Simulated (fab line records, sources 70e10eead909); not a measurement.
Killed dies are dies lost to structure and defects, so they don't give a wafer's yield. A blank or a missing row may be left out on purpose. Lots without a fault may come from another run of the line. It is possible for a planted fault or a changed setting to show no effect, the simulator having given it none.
fab line records | flow nand-harc
[record] lots = 12 wafers = 36 last-day = 34
route steps=1302 shown A_CHANNEL_HOLE_D1@475 A_CHANNEL_FILL_D1@494 END@1302
lots that met no fault: from a run of the same line without faults
start-h: the number of hours between the record's first day and the start of the first shown wafer of the lot | wait-h: hours since the lot's step before | " the same as in the row above | L1.1+2: several wafers, shown together as one row | - no value, or no start was given | * or withheld: withheld | < > ~ a bound
route shown NAME@n: NAME is a module with steps in the file, n the number in the route of the first one | usual: mean and standard deviation over wafers with no fault | same: alike in all rows | chamber/n: place in a boat | sites: each site's reading | _std_site: standard deviation of those values | _edge_site: the outer-site mean with the inner-site mean subtracted | radius-mm: for every site, how far away it sits from the centre of the wafer | mask NAME#n: copy n | behind: the tool/chamber that last shaped the wafer | hold: why the lot was held/for how many hours/how that ended | device: whichever transistor did not switch (one of n, p or np) | end of line: at the end of the route, the tests of the same wafers | a step with no rows: only its recipe | killed: the dies lost at the first sort to structure and to defects; this is not the yield of the wafer | map: a wafer's dies, marking killed ones x, the rest . and places with no die _
set.NAME: the run value of the setting; set.NAME@STEP: its run value at that earlier step | model.NAME: the simulator's own value behind a step, which no gauge read
steps of the route over a sample of lots; a table a step, a row a wafer
services: a tool's chamber out of use, with start hour (start-h, from the record's first day; less than 0 if before it), hours out, and reason
[[steps]]
[step NHARC_A_CHANNEL_HOLE_D1_ETCH_23]
[recipe] bias-v = 5000 source-w = withheld pressure-mtorr = 20 time-s = 819 ar-flow-sccm = 375 c4f8-flow-sccm = 89.3 o2-flow-sccm = 35.7 temp-c = -20 target-depth-a = 16000 chemistry = C4F8/O2/Ar
[usual] drypump-motor-current-A = 5.29/0.17 o2-flow-sccm = 35.70/0.12 showerhead-plenum-p-Torr = 3.67/0.069 throttle-valve-pct = 32.155/0.0089
// columns lot.wafer tool chamber start-h wait-h drypump-motor-current-A o2-flow-sccm rf-hours-counter-h showerhead-plenum-p-Torr throttle-valve-pct
L252.4 har-etch-01 1 192.47 0.5 5.36 35.84 - 3.67 32.157
L252.5 " 1 " " 5.37 35.90 - 3.67 32.173
L252.6 " 0 " " 5.41 35.76 - 3.74 32.166
L253.4 har-etch-02 1 203.03 0.5 5.38 35.79 - 3.71 32.150
L253.3 " 0 " " 4.91 35.71 - 3.62 32.164
L253.6 " 1 " " 5.39 35.76 - 3.71 32.149
L255.4 har-etch-01 0 227.61 0.5 5.40 35.65 - 3.72 32.150
L255.6 " 0 " " 5.41 35.58 - 3.72 32.135
L255.5 " 1 " " 5.34 35.62 - 3.65 32.159
L256.1 har-etch-01 0 231.67 0.5 5.38 35.85 116 3.72 32.157
L256.4 " 1 " " 5.33 35.50 - 3.65 32.161
L256.5 " 0 " " 5.38 35.79 - 3.72 32.163
L257.4 har-etch-01 1 245.41 0.5 5.32 35.60 - 3.65 32.149
L257.3 " 0 " " 5.40 35.62 - 3.72 32.156
L257.6 " 0 " " 5.39 35.66 - 3.72 32.159
L258.2 har-etch-01 1 260.99 0.5 5.33 35.53 127 3.65 32.155
L258.3 " 0 " " 5.40 35.59 - 3.72 32.149
L258.6 " 0 " " 5.39 35.62 - 3.71 32.186
L260.2 har-etch-02 1 276.68 0.5 5.38 35.67 357 3.69 32.154
L260.1 " 0 " " 4.91 35.71 357 3.60 32.152
L260.6 " 0 " " 4.90 35.61 - 3.60 32.161
L264.1 har-etch-01 1 328.67 0.5 5.34 35.88 170 3.62 32.162
L264.6 " 0 " " 5.39 35.65 - 3.69 32.157
L264.5 " 1 " " 5.34 35.92 - 3.62 32.168
L267.1 har-etch-01 0 348.15 0.5 5.41 35.97 181 3.69 32.140
L267.2 " 1 " " 5.32 35.68 181 3.62 32.156
L267.5 " 0 " " 5.39 35.79 - 3.69 32.143
L271.3 har-etch-01 0 384.63 0.5 5.41 35.79 - 3.67 32.162
L271.4 " 1 " " 5.33 35.70 - 3.60 32.153
L271.5 " 0 " " 5.39 35.59 - 3.67 32.136
L273.2 har-etch-01 1 408.95 0.5 5.36 35.81 219 3.60 32.158
L273.4 " 1 " " 5.36 35.70 - 3.60 32.144
L273.6 " 1 " " 5.37 35.63 - 3.60 32.152
L274.4 har-etch-02 1 409.50 0.5 5.38 35.67 - 3.66 32.144
L274.6 " 1 " " 5.37 35.54 - 3.66 32.146
L274.5 " 0 " " 4.91 35.75 - 3.93 32.150
[step NHARC_A_CHANNEL_FILL_D1_ALD_14]
[recipe] target-thk-a = 25 pulse-time-s = 10 ald-cycles = 25 temp-c = 300 material = SiO2
[usual] ald-cycles = 25/0 heater-power-w = 455/48 precursor-pulse-height-rel = 0.996/0.022
// columns lot.wafer tool chamber start-h wait-h ald-cycles heater-power-w precursor-pulse-height-rel
L252.4 ald-hk-03 3 203.81 0.1 25 452 0.958
L252.5 " 1 " " 25 506 0.988
L252.6 " 2 " " 25 482 0.975
L253.4 ald-hk-03 3 214.34 0.0 25 453 1.009
L253.3 " 1 " " 25 494 0.986
L253.6 " 3 " " 25 458 0.982
L255.4 ald-hk-01 2 239.77 0.8 25 446 1.001
L255.5 " 0 " " 25 394 1.008
L255.6 " 1 " " 25 479 0.986
L256.4 ald-hk-01 2 244.98 0.1 25 436 0.964
L256.1 " 0 " " 25 388 0.962
L256.5 " 1 " " 25 476 0.966
L257.4 ald-hk-01 2 256.82 0.1 25 449 0.981
L257.3 " 3 " " 25 416 1.040
L257.6 " 2 " " 25 440 1.004
L258.2 ald-hk-02 1 272.43 0.0 25 437 1.015
L258.3 " 3 " " 25 416 0.992
L258.6 " 1 " " 25 437 0.980
L260.2 ald-hk-02 2 290.81 0.2 25 422 0.954
L260.1 " 3 " " 25 412 1.007
L260.6 " 0 " " 25 503 0.990
L264.1 ald-hk-03 1 340.20 0.0 25 499 0.994
L264.6 " 1 " " 25 499 0.982
L264.5 " 2 " " 25 467 0.993
L267.2 ald-hk-01 1 359.59 0.0 25 464 0.984
L267.1 " 3 " " 25 422 1.013
L267.5 " 2 " " 25 412 0.993
L271.3 ald-hk-02 0 395.87 0.0 25 549 0.962
L271.4 " 2 " " 25 397 1.016
L271.5 " 1 " " 25 443 0.994
L273.2 ald-hk-01 1 420.30 0.0 25 475 0.976
L273.4 " 3 " " 25 441 1.016
L273.6 " 2 " " 25 421 1.050
L274.4 ald-hk-02 3 420.33 0.1 25 394 1.040
L274.6 " 2 " " 25 400 0.988
L274.5 " 3 " " 25 389 0.990
[step NHARC_A_CHANNEL_FILL_D1_ALD_15]
[recipe] target-thk-a = 20 pulse-time-s = 60 ald-cycles = 19 temp-c = 630 pressure-torr = 2 material = SiNx
[usual] ald-cycles = 19/0 precursor-pulse-height-rel = 1.000/0.019
// columns lot.wafer tool chamber start-h wait-h ald-cycles precursor-pulse-height-rel
L252.4 ald-sin-batch-03 0 - - 19 1.017
L252.5 " 0 " " 19 1.003
L252.6 " 0 " " 19 1.001
L253.3 ald-sin-batch-01 0 - - 19 0.986
L253.4 " 0 " " 19 1.002
L253.6 " 0 " " 19 0.988
L255.4 ald-sin-batch-03 0 - - 19 1.013
L255.5 " 0 " " 19 0.993
L255.6 " 0 " " 19 1.024
L256.1 ald-sin-batch-03 0 - - 19 0.978
L256.4 " 0 " " 19 0.973
L256.5 " 0 " " 19 0.988
L257.3 ald-sin-batch-01 0 - - 19 0.984
L257.4 " 0 " " 19 0.969
L257.6 " 0 " " 19 0.952
L258.2 ald-sin-batch-01 0 - - 19 1.030
L258.3 " 0 " " 19 1.008
L258.6 " 0 " " 19 1.000
L260.1 ald-sin-batch-03 0 294.00 3.0 19 1.000
L260.2 " 0 " " 19 1.015
L260.6 " 0 " " 19 0.993
L264.1 ald-sin-batch-03 0 - - 19 1.015
L264.5 " 0 " " 19 0.994
L264.6 " 0 " " 19 1.031
L267.1 ald-sin-batch-03 0 - - 19 0.995
L267.2 " 0 " " 19 1.011
L267.5 " 0 " " 19 0.979
L271.3 ald-sin-batch-03 0 - - 19 0.997
L271.4 " 0 " " 19 0.961
L271.5 " 0 " " 19 1.016
L273.2 ald-sin-batch-03 0 - - 19 1.033
L273.4 " 0 " " 19 1.028
L273.6 " 0 " " 19 0.983
L274.4 ald-sin-batch-03 0 - - 19 1.008
L274.5 " 0 " " 19 0.993
L274.6 " 0 " " 19 0.973
[step NHARC_A_CHANNEL_FILL_D1_ALD_16]
[recipe] target-thk-a = 15 pulse-time-s = 10 ald-cycles = 15 temp-c = 300 material = SiO2
[usual] ald-cycles = 15/0 heater-power-w = 463/50 precursor-pulse-height-rel = 1.000/0.022
// columns lot.wafer tool chamber start-h wait-h ald-cycles heater-power-w precursor-pulse-height-rel
L252.4 ald-hk-03 1 208.99 0.1 15 494 0.994
L252.5 " 2 " " 15 474 0.989
L252.6 " 3 " " 15 454 0.991
L253.3 ald-hk-03 3 219.52 0.1 15 456 1.032
L253.4 " 1 " " 15 502 0.991
L253.6 " 3 " " 15 462 1.017
L255.4 ald-hk-03 1 244.99 0.1 15 487 0.995
L255.5 " 2 " " 15 460 1.012
L255.6 " 3 " " 15 472 1.013
L256.4 ald-hk-03 3 250.23 0.2 15 472 1.008
L256.1 " 2 " " 15 469 0.938
L256.5 " 0 " " 15 550 1.017
L257.3 ald-hk-02 2 262.04 0.1 15 413 1.049
L257.4 " 3 " " 15 427 0.985
L257.6 " 0 " " 15 499 1.003
L258.2 ald-hk-03 0 277.74 0.1 15 556 1.025
L258.3 " 1 " " 15 483 1.003
L258.6 " 3 " " 15 473 1.059
L260.1 ald-hk-03 2 296.02 0.1 15 456 0.984
L260.2 " 3 " " 15 464 1.016
L260.6 " 2 " " 15 473 1.005
L264.1 ald-hk-03 3 345.45 0.1 21 473 1.007
L264.6 " 1 " " 21 491 0.972
L264.5 " 2 " " 21 465 0.997
L267.1 ald-hk-03 3 364.80 0.1 21 458 0.984
L267.2 " 0 " " 21 556 1.003
L267.5 " 3 " " 21 475 1.004
L271.4 ald-hk-02 2 401.06 0.0 15 397 1.033
L271.3 " 0 " " 15 547 1.013
L271.5 " 3 " " 15 393 0.996
L273.4 ald-hk-02 2 425.47 0.0 15 405 1.002
L273.2 " 0 " " 15 550 0.955
L273.6 " 2 " " 15 409 1.014
L274.4 ald-hk-03 1 425.52 0.1 15 495 0.981
L274.5 " 3 " " 15 468 1.000
L274.6 " 0 " " 15 537 0.986
[step NHARC_END_SORT_01]
[recipe] temp-c = 25
[usual] killed-at-array = 56/19 killed-at-other = 0.8/1.1 killed-at-periphery = 3.4/2.5 killed-dies = 60/19 killed-open = 2.9/1.7 killed-short = 2.4/1.6
[same] gross-dies = 677
// columns lot.wafer tool chamber start-h wait-h killed-at-array killed-at-other killed-at-periphery killed-dies killed-open killed-short
L252.4 prober-01 0 577.29 3.4 60 0 3 63 1 2
L252.5 prober-01 0 578.09 3.7 80 0 4 84 5 6
L252.6 prober-01 0 578.88 4.0 61 0 2 63 0 1
L253.3 prober-01 0 585.06 3.1 56 1 2 59 3 1
L253.4 prober-01 0 585.86 3.4 67 0 4 71 2 2
L253.6 prober-01 0 587.47 4.0 70 0 0 70 2 3
L255.4 prober-01 0 604.09 3.4 62 0 0 62 2 2
L255.5 prober-01 0 604.88 3.7 75 0 0 75 1 1
L255.6 prober-01 0 605.68 4.0 65 0 4 69 3 2
L256.1 prober-01 0 631.63 2.5 53 3 4 60 7 6
L256.4 prober-01 0 634.01 3.4 52 1 1 54 4 2
L256.5 prober-01 0 634.81 3.7 63 3 2 68 3 4
L258.2 prober-02 0 632.47 2.8 66 1 9 76 3 1
L258.3 prober-02 0 633.27 3.1 75 2 10 87 4 4
L258.6 prober-02 0 635.69 4.0 67 1 3 71 4 2
L257.3 prober-01 0 640.99 3.1 47 3 3 53 3 4
L257.4 prober-01 0 641.78 3.4 39 3 5 47 1 0
L257.6 prober-01 0 643.36 3.9 44 1 8 53 2 4
L260.1 prober-02 0 659.08 2.5 71 1 0 72 4 2
L260.2 prober-02 0 659.88 2.8 81 0 1 82 1 4
L260.6 prober-02 0 663.08 4.0 73 1 1 75 3 2
L264.1 prober-01 0 709.03 2.5 42 0 1 43 2 2
L264.5 prober-01 0 712.22 3.7 39 1 3 43 5 1
L264.6 prober-01 0 713.02 4.0 40 0 1 41 1 2
L267.1 prober-01 0 729.62 2.5 44 3 0 47 3 5
L267.2 prober-01 0 730.42 2.8 42 2 3 47 3 4
L267.5 prober-01 0 732.82 3.7 46 2 3 51 3 3
L271.3 prober-01 0 763.22 3.1 78 0 7 85 3 5
L271.4 prober-01 0 764.03 3.4 60 0 7 67 5 3
L271.5 prober-01 0 764.84 3.7 72 0 6 78 1 3
L273.2 prober-01 0 794.33 2.8 38 0 5 43 1 4
L273.4 prober-01 0 795.94 3.4 40 2 4 46 1 3
L273.6 prober-01 0 797.54 4.0 39 1 1 41 2 1
L274.4 prober-02 0 809.91 3.4 58 3 1 62 0 3
L274.5 prober-02 0 810.71 3.7 57 1 4 62 8 1
L274.6 prober-02 0 811.51 4.0 52 0 3 55 4 2
// killed by level:class
L252.4 A_SLIT:chamber-film-flake=24 A_CHANNEL_HOLE_D2:chamber-film-flake=17 A_STAIRCASE:chamber-film-flake=4 A_WL_FILL:chamber-film-flake=4 P_M1:chamber-film-flake=3 A_CONTACT:chamber-film-flake=3 A_CHANNEL_FILL_D1:chamber-film-flake=2 A_BONDPAD:chamber-film-flake=2
L252.5 A_SLIT:chamber-film-flake=30 A_CHANNEL_HOLE_D2:chamber-film-flake=28 A_STAIRCASE:chamber-film-flake=3 A_WL_FILL:chamber-film-flake=3 A_SGD_CUT:geometric-particle:short=2 A_WL_FILL:geometric-particle:short=2 A_M0:geometric-particle:open=2 P_M1:chamber-film-flake=2
L252.6 A_SLIT:chamber-film-flake=28 A_CHANNEL_HOLE_D2:chamber-film-flake=26 A_CONTACT:chamber-film-flake=3 P_M1:chamber-film-flake=2 A_CHANNEL_HOLE_D1:geometric-particle:short=1 A_ZERO_WELL:chamber-film-flake=1 A_STAIRCASE:chamber-film-flake=1 A_WL_FILL:chamber-film-flake=1
L253.3 A_CHANNEL_HOLE_D1:chamber-film-flake=22 A_SLIT:chamber-film-flake=20 A_CHANNEL_HOLE_D2:chamber-film-flake=4 A_STAIRCASE:chamber-film-flake=2 A_CONTACT:chamber-film-flake=2 A_M1:chamber-film-flake=2 P_BONDPAD:geometric-particle:open=1 A_DECK1_JOINT:geometric-particle:open=1
L253.4 A_SLIT:chamber-film-flake=26 A_CHANNEL_HOLE_D1:chamber-film-flake=25 A_CHANNEL_HOLE_D2:chamber-film-flake=6 P_M1:chamber-film-flake=3 A_M1:chamber-film-flake=2 P_STI:geometric-particle:short=1 A_ONON_D1:geometric-particle:short=1 A_DECK1_JOINT:geometric-particle:open=1
L253.6 A_CHANNEL_HOLE_D1:chamber-film-flake=23 A_SLIT:chamber-film-flake=19 A_CHANNEL_HOLE_D2:chamber-film-flake=8 A_M1:chamber-film-flake=7 A_CONTACT:unspecified=3 A_STAIRCASE:chamber-film-flake=2 A_CONTACT:chamber-film-flake=2 A_ONON_D1:geometric-particle:open=1
L255.4 A_SLIT:chamber-film-flake=25 A_CHANNEL_HOLE_D2:chamber-film-flake=23 A_CHANNEL_FILL_D1:chamber-film-flake=4 A_ONON_D1:geometric-particle:open=1 A_CHANNEL_FILL_D1:geometric-particle:short=1 A_CHANNEL_HOLE_D2:geometric-particle:open=1 A_STAIRCASE:geometric-particle:short=1 A_BONDPAD:chamber-film-flake=1
L255.5 A_CHANNEL_HOLE_D2:chamber-film-flake=30 A_SLIT:chamber-film-flake=28 A_CHANNEL_HOLE_D1:chamber-film-flake=6 A_DECK1_JOINT:chamber-film-flake=2 A_CHANNEL_FILL_D2:chamber-film-flake=2 A_STAIRCASE:chamber-film-flake=2 A_CONTACT:chamber-film-flake=2 A_CHANNEL_FILL_D1:geometric-particle:short=1
L255.6 A_CHANNEL_HOLE_D2:chamber-film-flake=25 A_SLIT:chamber-film-flake=25 A_CHANNEL_FILL_D1:chamber-film-flake=3 A_STAIRCASE:chamber-film-flake=3 P_GATE:chamber-film-flake=2 A_DECK1_JOINT:chamber-film-flake=2 P_GATE:geometric-particle:open=1 P_CONTACT:geometric-particle:open=1
L256.1 A_SLIT:chamber-film-flake=28 A_CHANNEL_HOLE_D2:chamber-film-flake=6 P_GATE:geometric-particle:open=3 A_CHANNEL_FILL_D1:chamber-film-flake=3 THIN_TSV:chamber-film-flake=3 A_CONTACT:chamber-film-flake=2 P_STI:geometric-particle:short=1 A_ONON_D1:geometric-particle:open=1
L258.2 A_SLIT:chamber-film-flake=33 A_CHANNEL_HOLE_D2:chamber-film-flake=27 P_CONTACT:chamber-film-flake=5 A_CONTACT:chamber-film-flake=3 P_ZERO_WELL:chamber-film-flake=2 P_M0:geometric-particle:open=1 P_M0:geometric-particle:short=1 A_SGD_CUT:geometric-particle:open=1
L258.3 A_SLIT:chamber-film-flake=36 A_CHANNEL_HOLE_D2:chamber-film-flake=26 P_CONTACT:chamber-film-flake=5 P_ZERO_WELL:chamber-film-flake=3 A_CHANNEL_HOLE_D1:chamber-film-flake=3 A_DECK1_JOINT:geometric-particle:short=2 THIN_TSV:chamber-film-flake=2 P_CONTACT:geometric-particle:open=1
L256.4 A_SLIT:chamber-film-flake=28 A_CHANNEL_HOLE_D2:chamber-film-flake=7 A_CHANNEL_FILL_D2:chamber-film-flake=3 A_CONTACT:chamber-film-flake=3 A_STAIRCASE:chamber-film-flake=2 P_M0:geometric-particle:open=1 A_SOURCE_PLATE:geometric-particle:open=1 A_ONON_D1:geometric-particle:open=1
L256.5 A_SLIT:chamber-film-flake=35 A_CHANNEL_FILL_D2:chamber-film-flake=6 A_CHANNEL_HOLE_D1:chamber-film-flake=4 A_CHANNEL_HOLE_D2:chamber-film-flake=4 A_DECK1_JOINT:chamber-film-flake=3 A_CHANNEL_FILL_D1:chamber-film-flake=2 A_STAIRCASE:chamber-film-flake=2 THIN_TSV:chamber-film-flake=2
L258.6 A_CHANNEL_HOLE_D2:chamber-film-flake=31 A_SLIT:chamber-film-flake=27 A_DECK1_JOINT:chamber-film-flake=2 P_CONTACT:geometric-particle:open=1 A_CHANNEL_FILL_D1:geometric-particle:short=1 A_CHANNEL_FILL_D1:geometric-particle:open=1 A_DECK1_JOINT:geometric-particle:short=1 A_DECK1_JOINT:geometric-particle:open=1
L257.3 A_CHANNEL_HOLE_D2:chamber-film-flake=26 A_CONTACT:chamber-film-flake=4 A_CHANNEL_HOLE_D1:chamber-film-flake=3 A_DECK1_JOINT:chamber-film-flake=3 A_WL_FILL:chamber-film-flake=3 THIN_TSV:chamber-film-flake=2 A_ONON_D1:geometric-particle:open=1 A_CHANNEL_FILL_D1:geometric-particle:short=1
L257.4 A_CHANNEL_HOLE_D2:chamber-film-flake=26 A_CONTACT:chamber-film-flake=6 P_CONTACT:chamber-film-flake=3 THIN_TSV:chamber-film-flake=3 A_CHANNEL_HOLE_D1:chamber-film-flake=2 A_SGD_CUT:chamber-film-flake=2 A_CHANNEL_HOLE_D1:geometric-particle:open=1 P_ZERO_WELL:chamber-film-flake=1
L257.6 A_CHANNEL_HOLE_D2:chamber-film-flake=24 P_CONTACT:chamber-film-flake=5 A_CHANNEL_HOLE_D1:chamber-film-flake=3 A_CONTACT:chamber-film-flake=3 A_WL_FILL:geometric-particle:short=2 A_DECK1_JOINT:chamber-film-flake=2 A_WL_FILL:chamber-film-flake=2 A_STAIRCASE:chamber-film-flake=2
L260.1 A_SLIT:chamber-film-flake=32 A_CHANNEL_HOLE_D1:chamber-film-flake=27 A_STAIRCASE:chamber-film-flake=3 A_CHANNEL_HOLE_D1:geometric-particle:short=1 A_CHANNEL_FILL_D1:geometric-particle:open=1 A_CHANNEL_FILL_D2:geometric-particle:open=1 A_WL_FILL:geometric-particle:short=1 A_BLC:geometric-particle:open=1
L260.2 A_CHANNEL_HOLE_D1:chamber-film-flake=33 A_SLIT:chamber-film-flake=29 A_STAIRCASE:chamber-film-flake=5 A_M0:chamber-film-flake=4 A_CHANNEL_HOLE_D2:chamber-film-flake=3 A_CHANNEL_FILL_D1:geometric-particle:short=2 A_CONTACT:chamber-film-flake=2 P_CONTACT:geometric-particle:short=1
L260.6 A_SLIT:chamber-film-flake=34 A_CHANNEL_HOLE_D1:chamber-film-flake=29 A_M0:chamber-film-flake=3 P_STI:geometric-particle:open=1 A_SOURCE_PLATE:geometric-particle:open=1 A_CHANNEL_FILL_D1:geometric-particle:short=1 A_ONON_D2:geometric-particle:short=1 A_CONTACT:geometric-particle:open=1
L264.1 A_CHANNEL_HOLE_D2:chamber-film-flake=18 A_CONTACT:chamber-film-flake=8 A_CHANNEL_HOLE_D1:chamber-film-flake=5 A_SLIT:chamber-film-flake=3 A_ONON_D1:geometric-particle:open=1 A_ONON_D1:geometric-particle:short=1 A_CHANNEL_FILL_D2:geometric-particle:open=1 A_WL_FILL:geometric-particle:short=1
L264.5 A_CHANNEL_HOLE_D2:chamber-film-flake=11 A_CHANNEL_HOLE_D1:chamber-film-flake=9 A_CONTACT:chamber-film-flake=5 A_DECK1_JOINT:chamber-film-flake=3 A_SLIT:chamber-film-flake=3 A_ONON_D1:geometric-particle:open=2 A_STAIRCASE:chamber-film-flake=2 A_ONON_D2:geometric-particle:open=1
L264.6 A_CHANNEL_HOLE_D2:chamber-film-flake=23 A_CONTACT:chamber-film-flake=5 A_CHANNEL_HOLE_D1:chamber-film-flake=3 A_STAIRCASE:chamber-film-flake=2 A_CHANNEL_FILL_D1:geometric-particle:short=1 A_SGD_CUT:geometric-particle:short=1 A_BLC:geometric-particle:open=1 P_GATE:chamber-film-flake=1
L267.1 A_CHANNEL_HOLE_D2:chamber-film-flake=22 A_CHANNEL_HOLE_D1:chamber-film-flake=8 A_CONTACT:chamber-film-flake=4 THIN_TSV:chamber-film-flake=3 A_ONON_D1:geometric-particle:short=2 A_ONON_D1:geometric-particle:open=1 A_DECK1_JOINT:geometric-particle:open=1 A_DECK1_JOINT:geometric-particle:short=1
L267.2 A_CHANNEL_HOLE_D2:chamber-film-flake=22 A_CHANNEL_HOLE_D1:chamber-film-flake=7 A_CONTACT:chamber-film-flake=6 A_CHANNEL_FILL_D2:geometric-particle:short=2 A_WL_FILL:geometric-particle:short=2 THIN_TSV:chamber-film-flake=2 P_M0:geometric-particle:open=1 A_SGD_CUT:geometric-particle:open=1
L267.5 A_CHANNEL_HOLE_D2:chamber-film-flake=18 A_CHANNEL_HOLE_D1:chamber-film-flake=11 A_CONTACT:chamber-film-flake=7 P_STI:chamber-film-flake=2 A_SLIT:chamber-film-flake=2 THIN_TSV:chamber-film-flake=2 P_M0:geometric-particle:open=1 A_SOURCE_PLATE:geometric-particle:short=1
L271.3 A_SLIT:chamber-film-flake=39 A_CHANNEL_HOLE_D1:chamber-film-flake=13 A_CONTACT:chamber-film-flake=9 A_STAIRCASE:chamber-film-flake=7 A_CHANNEL_FILL_D1:chamber-film-flake=3 P_ZERO_WELL:chamber-film-flake=2 P_M1:chamber-film-flake=2 P_GATE:geometric-particle:short=1
L271.4 A_SLIT:chamber-film-flake=30 A_CHANNEL_HOLE_D1:chamber-film-flake=9 A_CONTACT:chamber-film-flake=7 A_STAIRCASE:chamber-film-flake=4 P_ZERO_WELL:chamber-film-flake=2 P_M1:chamber-film-flake=2 P_GATE:geometric-particle:open=1 P_CONTACT:geometric-particle:open=1
L271.5 A_SLIT:chamber-film-flake=33 A_CHANNEL_HOLE_D1:chamber-film-flake=17 A_CONTACT:chamber-film-flake=8 P_M1:chamber-film-flake=5 A_CHANNEL_FILL_D1:chamber-film-flake=5 A_CHANNEL_HOLE_D2:chamber-film-flake=2 A_STAIRCASE:chamber-film-flake=2 P_GATE:geometric-particle:short=1
L273.2 A_CHANNEL_HOLE_D1:chamber-film-flake=15 A_SLIT:chamber-film-flake=8 A_CONTACT:chamber-film-flake=7 P_GATE:chamber-film-flake=3 A_STAIRCASE:chamber-film-flake=3 A_ONON_D2:geometric-particle:short=2 P_CONTACT:geometric-particle:short=1 P_M2:geometric-particle:open=1
L273.4 A_CHANNEL_HOLE_D1:chamber-film-flake=22 A_CONTACT:chamber-film-flake=5 A_SLIT:chamber-film-flake=4 P_GATE:chamber-film-flake=2 A_STAIRCASE:chamber-film-flake=2 THIN_TSV:chamber-film-flake=2 P_M2:geometric-particle:short=1 A_DECK1_JOINT:geometric-particle:open=1
L273.6 A_CHANNEL_HOLE_D1:chamber-film-flake=13 A_SLIT:chamber-film-flake=11 A_STAIRCASE:chamber-film-flake=7 A_CHANNEL_FILL_D1:chamber-film-flake=2 A_CONTACT:chamber-film-flake=2 A_DECK1_JOINT:geometric-particle:open=1 A_DECK1_JOINT:geometric-particle:short=1 A_CHANNEL_FILL_D2:geometric-particle:open=1
L274.4 A_CHANNEL_HOLE_D2:chamber-film-flake=29 A_CONTACT:chamber-film-flake=9 A_SLIT:chamber-film-flake=5 A_CHANNEL_FILL_D1:chamber-film-flake=4 A_SGD_CUT:chamber-film-flake=3 A_CHANNEL_FILL_D2:chamber-film-flake=2 A_STAIRCASE:chamber-film-flake=2 A_M1:chamber-film-flake=2
L274.5 A_CHANNEL_HOLE_D2:chamber-film-flake=29 A_SLIT:chamber-film-flake=6 A_CHANNEL_FILL_D1:chamber-film-flake=3 A_CONTACT:chamber-film-flake=3 A_ONON_D1:geometric-particle:open=2 A_M0:geometric-particle:open=2 P_GATE:chamber-film-flake=2 A_CHANNEL_HOLE_D1:chamber-film-flake=2
L274.6 A_CHANNEL_HOLE_D2:chamber-film-flake=25 A_SLIT:chamber-film-flake=7 A_CONTACT:chamber-film-flake=6 A_STAIRCASE:chamber-film-flake=3 A_SGD_CUT:chamber-film-flake=3 P_CONTACT:geometric-particle:short=1 A_ONON_D1:geometric-particle:short=1 A_WL_FILL:geometric-particle:open=1
[[services]]
// columns tool chamber start-h hours kind
ald-hk-02 - 170.00 10.0 pm
ald-hk-02 0 170.00 10.0 vent-cycle
ald-hk-02 1 170.00 10.0 vent-cycle
ald-hk-02 2 170.00 10.0 vent-cycle
har-etch-02 - 227.03 2.7 repair
ald-hk-03 1 227.19 10.0 vent-cycle
ald-hk-03 2 227.19 10.0 vent-cycle
ald-hk-03 0 237.19 - clean
ald-hk-03 1 237.19 - clean
ald-hk-03 2 237.19 - clean
ald-hk-03 3 237.19 - clean
ald-hk-01 - 297.78 10.0 pm
har-etch-02 - 378.41 17.0 pm
ald-hk-03 - 386.41 1.9 repair
ald-hk-03 - 405.19 10.0 pm
ald-hk-03 0 405.19 10.0 vent-cycle
ald-hk-03 1 405.19 10.0 vent-cycle
ald-hk-03 2 405.19 10.0 vent-cycle
ald-hk-03 3 405.19 10.0 vent-cycle
ald-hk-03 0 415.19 - clean
ald-hk-03 1 415.19 - clean
ald-hk-03 2 415.19 - clean
ald-hk-03 3 415.19 - clean
ald-sin-batch-01 - 417.79 4.8 repair
[[key]]
[first-sign] step = NHARC_A_CHANNEL_FILL_D1_ALD_16 reading = ald-cycles direction = up sigmas = 99+ usual = 15 struck = 21
effect none on later readings
met-at NHARC_A_CHANNEL_FILL_D1_ALD_16
struck-lots L264,L267
tester-left-out L264,L267
not-acting-at NHARC_A_CHANNEL_HOLE_D1_ETCH_23,NHARC_A_CHANNEL_FILL_D1_ALD_14,NHARC_A_CHANNEL_FILL_D1_ALD_15
onset-between 296.02 345.45
[fault] kind = process-parameter-drift tool = ald-hk-03 chamber = - onset-h = 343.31 steps = NHARC_A_CHANNEL_FILL_D1_ALD_16 channel = ald-cycles offset = 6 shape = step end-h = 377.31 acts-in = these-recipes-only stated = 15
// tester-left-out: of these lots the tester's yield and bins aren't shown, on N5 and GAA mostly nor the transistor test; their killed dies are dies lost to structure and defects alone, not to doping, threshold or leakage, so they don't give the yield
